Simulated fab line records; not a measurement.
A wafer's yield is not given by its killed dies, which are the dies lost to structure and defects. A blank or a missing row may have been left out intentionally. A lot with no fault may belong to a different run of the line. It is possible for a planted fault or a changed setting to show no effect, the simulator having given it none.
Chamber matching ; flow n5 finfet ; N5_HKMG_FIN_ALD_79 on ald metal-03: 4 sister chambers
The step deposits TiN, target thk 1.5 nm, pulse time 1 s, purge time 3 s. 4 wafers are shown with their chamber, then 11 later ones without.

WAFERS PAIRED WITH THEIR CHAMBERS
wafer;chamber;heater power w (W)
L080.5;0;930
L082.4;1;805
L083.5;2;913
L085.3;3;778

WAFERS WITHOUT THEIR CHAMBER
wafer;heater power w (W)
L085.5;942
L085.6;765
L087.1;781
L087.2;951
L087.5;841
L088.1;797
L088.5;790
L088.6;942
L097.2;935
L097.4;789
L097.5;820

WHICH CHAMBER EACH ONE RAN IN
wafer;from the rows above;in truth
L085.5;can't be placed: 0 or 2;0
L085.6;can't be placed: 3 or 1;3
L087.1;can't be placed: 3 or 1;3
L087.2;can't be placed: 0 or 2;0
L087.5;can't be placed: 1 or 3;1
L088.1;can't be placed: 1 or 3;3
L088.5;can't be placed: 3 or 1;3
L088.6;can't be placed: 0 or 2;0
L097.2;can't be placed: 0 or 2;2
L097.4;can't be placed: 3 or 1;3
L097.5;can't be placed: 1 or 3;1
Correct placement for 0 of the 11. Cannot be placed on the basis of these rows: 11; the candidates contain the true chamber in 11. Wrongly placed: 0.
How it was worked out, from the rows above alone: a wafer's distance from a chamber is the root of the sum, over the readings, of the square of ((its reading less the chamber's mean) divided by the reading's scatter). The wafer belongs to the nearest chamber; if the next one is less than 2 further off, it can't be placed. For every chamber, the mean is computed from those of its wafers that are shown. The scatter: with one shown wafer a chamber, the root of the mean of the squares of how far each hidden wafer lies from its nearest shown one.
